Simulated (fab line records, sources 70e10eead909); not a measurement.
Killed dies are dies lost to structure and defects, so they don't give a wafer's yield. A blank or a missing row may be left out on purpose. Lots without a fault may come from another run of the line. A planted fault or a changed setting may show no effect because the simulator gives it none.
A struck lot beside a sound one | flow nand_harc | 21 steps out of a route of 1159
Sound: wafers L736.3, L736.4, L736.5. Struck: wafers L732.1, L732.3, L732.6. The cause comes at the end.
At each step with rows: each side's tool, then ch and its chambers, then its first start. Under that, the readings that differ: sound wafers | struck wafers | difference of the means | sigmas: that difference in standard deviations of wafers without a fault.
alike: readings whose means differ by less than 2 such deviations, and words and numbers that are the same on both sides. not compared: withheld readings, readings that some wafer has no value for, bounds like >300 that may hide the same value, and numbers for which the record gives no deviation and whose values overlap.
The two part at a step that has a row with sigmas, a row that says differs or no value, or rows on one side only. Numbers that don't overlap but have no deviation are shown without sigmas and don't part them. A reading that every wafer of one side lacks parts them only if that side has two wafers or more.

first, 5 steps without rows for these wafers: NHARC_P_STI_SOFTBAKE_04 (time 70 s); NHARC_P_STI_EBR_05; NHARC_P_STI_EXPOSE_06 (exposes mask P STI, target cd 200 nm); NHARC_P_STI_PEB_07 (peb time 80 s); NHARC_P_STI_DEVELOP_08 (time 50 s).
NHARC_P_STI_CD_MEAS_09: target cd 200 nm.
  sound on cd_sem-01 ch 0, day 7 04:53; struck on cd_sem-01 ch 0, day 6 05:09
  alike: cd_nm
NHARC_P_STI_OVL_MEAS_10:
  sound on overlay-01, day 7 04:58; struck on overlay-01, day 6 05:14
  alike: overlay_x_nm, overlay_y_nm
NHARC_P_STI_INSPECT_11:
  sound on defect_inspect-01, day 7 05:01; struck on defect_inspect-01, day 6 05:17
  alike: raw_defect_count
then, 1 step without rows for these wafers: NHARC_P_STI_HARDBAKE_13 (time 65 s).
NHARC_P_STI_DESCUM_14: chemistry O2, time 3 s.
  sound on rie_diel-07 ch 2,3, day 7 05:09; struck on rie_diel-13 ch 2,3, day 6 05:25
  alike: drypump_motor_current_A, o2_flow_sccm, oes_product_au, rf_vpp_V, showerhead_plenum_p_Torr, throttle_valve_pct
  not compared: rf_hours_counter_h
NHARC_P_STI_ETCH_42: etches the open film in N2/H2, target depth 80 nm, overetch 24 nm, time 61 s.
  sound on rie_diel-07 ch 0,1,3, day 7 05:14; struck on rie_diel-13 ch 2,3, day 6 05:30
  alike: bias_w, chamber_pressure_mTorr, drypump_motor_current_A, n2_flow_sccm, oes_product_au, rf_vpp_V, showerhead_plenum_p_Torr, throttle_valve_pct
  not compared: rf_hours_counter_h
NHARC_P_STI_ETCH_31: etches the open film in CF4/CHF3, target depth 108.9 nm, time 54.5 s.
  sound on rie_diel-07 ch 2,3; struck on rie_diel-13 ch 1,2,3
  alike: bias_w, cf4_flow_sccm, chf3_flow_sccm, drypump_motor_current_A, oes_product_au, rf_vpp_V, showerhead_plenum_p_Torr, throttle_valve_pct
  not compared: rf_hours_counter_h
NHARC_P_STI_ETCH_15: etches the open film in HBr/Cl2, target depth 300 nm, time 100.1 s.
  sound on rie_si-03 ch 0,2,3, day 7 05:25; struck on rie_si-05 ch 0,1,2, day 6 05:43
  no value came back on the struck wafers for any of 5 readings (bias_w (W), chamber_pressure_mTorr (mTorr) and others); on the sound wafers bias_w (W) reads 99.9 100.2 99.7
  not compared: rf_hours_counter_h
NHARC_P_STI_CD_MEAS_16:
  sound on cd_sem-01, day 7 05:35; struck on cd_sem-02, day 6 05:51
  alike: cd_nm
NHARC_P_STI_OCD_MEAS_17:
  sound on ocd-02, day 7 05:40; struck on ocd-02, day 6 05:56
  reading                | sound             | struck | difference                    | sigmas
  trench_depth_nm (nm)   | 302 304 309       | 0 0 0  | -305                          | -76
  trench_foot_cd_nm (nm) | 161.5 160.3 162.4 | - - -  | no value on the struck wafers |
then, 3 steps without rows for these wafers: NHARC_P_STI_STRIP_19 (strips in SPM, time 900 s); NHARC_P_STI_PRECLEAN_32 (cleans in SC1); NHARC_P_STI_SRD_23.
NHARC_P_STI_OCD_MEAS_43:
  sound on ocd-01, day 7 06:10; struck on ocd-01, day 6 06:27
  reading                | sound             | struck | difference                    | sigmas
  trench_depth_nm (nm)   | 302 304 309       | 0 0 0  | -305                          | -74
  trench_foot_cd_nm (nm) | 162.0 160.4 162.3 | - - -  | no value on the struck wafers |
then, 1 step without rows for these wafers: NHARC_P_STI_OXIDE_33 (material SiO2, target thk 10 nm, ox time 281 s).
-- the record jumps here: 21 days lie between the struck wafers' starts before and after (it left off in module P_STI and takes up again in module END, whose first step shown is number 1159 of the route) --
NHARC_END_SORT_01:
  sound on prober-02 ch 0, day 27 08:31; struck on prober-01 ch 0, day 27 02:31
  reading             | sound    | struck      | difference | sigmas
  killed_at_periphery | 5 3 3    | 646 656 643 | +645       | +99 or more
  killed_dies         | 39 43 36 | 677 677 677 | +638       | +53
  alike: killed_at_array, killed_at_other, killed_open, killed_short

WHERE THEY PART
First at NHARC_P_STI_ETCH_15; last, within this record, at NHARC_END_SORT_01.

WHY: what the simulator had put in
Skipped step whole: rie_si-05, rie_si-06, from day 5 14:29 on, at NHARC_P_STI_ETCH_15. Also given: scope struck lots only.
